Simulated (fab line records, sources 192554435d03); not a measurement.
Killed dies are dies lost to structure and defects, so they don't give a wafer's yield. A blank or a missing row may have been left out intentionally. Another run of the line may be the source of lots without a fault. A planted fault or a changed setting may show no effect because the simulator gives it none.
One fault through the eyes of 2 desks -- flow n5 finfet -- every desk sees just its own numbers, and what lay behind them comes last

THE TOOL OWNER'S DESK: ald metal-02
The tool's own readings at N5_HKMG_FIN_ALD_91 (deposits TiN, target thk 1 nm, pulse time 1 s, purge time 3 s): means of the sampled wafers that have a number, for each lot that ran on this tool. Marked OUT: a lot whose mean sits more than 4 standard deviations from the usual mean, which makes it out of limits; the brackets give that distance.
Columns: A = heater power w at N5_HKMG_FIN_ALD_91, usual 935 W; B = precursor pulse height rel at N5_HKMG_FIN_ALD_91, usual 1.000
lot,first seen here,A,B
L606,day 5 00:40,1078,0.993
L608,day 5 11:14,1023,1.004
L613,day 6 19:16,1017,0.996
L614,day 7 07:49,921,1.008
L621,day 8 16:16,1098,1.002
L622,day 8 23:02,1102,1.014
L625,day 9 23:11,1121,0.998
Finding of this desk: none of the 7 lots has anything out of limits.

FROM THE METROLOGY DESK
What the gauges read for every lot (on any tool): the sampled wafers with a number, averaged. Marked OUT: a lot whose mean sits more than 4 standard deviations from the usual mean, which makes it out of limits; the brackets give that distance. Readings shown: 7 out of 16 (the first out of limits, and those lying furthest out on some lot).
Columns: A = IOFF_N_85C at N5_BEOL_M4_RC_MEAS_101, usual 3.0 nA/um; B = IOFF_N_LIN at N5_BEOL_M4_RC_MEAS_101, usual 0.072 nA/um; C = IOFF_N_LONG at N5_BEOL_M4_RC_MEAS_101, usual 5.47e-05 nA/um; D = VT_N at N5_BEOL_M4_RC_MEAS_101, usual 250.0 mV; E = VT_N_LONG at N5_BEOL_M4_RC_MEAS_101, usual 275.2 mV; F = VT_N_LVT at N5_BEOL_M4_RC_MEAS_101, usual 98.5 mV; G = VT_P_LVT at N5_BEOL_M4_RC_MEAS_101, usual -99.6 mV
lot,first seen here,A,B,C,D,E,F,G
L606,day 8 21:16,3.2,0.076,5.65e-05,250.3,274.7,97.4,-97.2
L608,day 9 01:45,2.7,0.063,5.39e-05,251.6,275.4,103.5,-99.7
L610,day 9 20:53,2.9,0.070,5.69e-05,250.9,274.8,98.0,-98.8
L613,day 10 18:28,2.8,0.065,5.17e-05,252.0,277.1,101.5,-101.4
L614,day 11 19:52,3.0,0.073,5.46e-05,248.0,277.9,98.9,-99.7
L621,day 12 20:43,3.5,0.084,6.20e-05,244.5,270.8,94.6,-106.8
L622,day 13 01:31,4.1,0.103,6.94e-05 (+5.6) OUT,241.3,266.7 (-4.5) OUT,89.7,-101.2
L625,day 14 07:29,4.0,0.100,6.60e-05 (+4.3) OUT,241.8,269.7,92.9,-98.8
L626,day 14 10:37,2.8,0.067,5.13e-05,250.6,277.9,96.6,-100.8
Finding of this desk: L622, L625 out of limits, first seen on L622 at day 13 01:31 (IOFF_N_LONG at N5_BEOL_M4_RC_MEAS_101). L606, L608, L610, L613, L614, L621, L626: within limits.

BROUGHT TOGETHER
On L622, L625, the metrology desk was in a position to raise an alarm at day 13 01:31.
Nothing out of limits was seen by the tool owner's desk.
Tool owner's desk: L622, L625 on record, inside its limits.
The lots listed all ran N5_HKMG_FIN_ALD_91 on ald metal-02.

WHAT HAD BEEN PUT IN BY THE SIMULATOR
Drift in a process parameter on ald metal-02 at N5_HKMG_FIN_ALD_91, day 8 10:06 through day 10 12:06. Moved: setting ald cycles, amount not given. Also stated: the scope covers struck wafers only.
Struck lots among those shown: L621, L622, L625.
Hours from the fault's start to each desk's first reading out of limits: the metrology desk, 111.
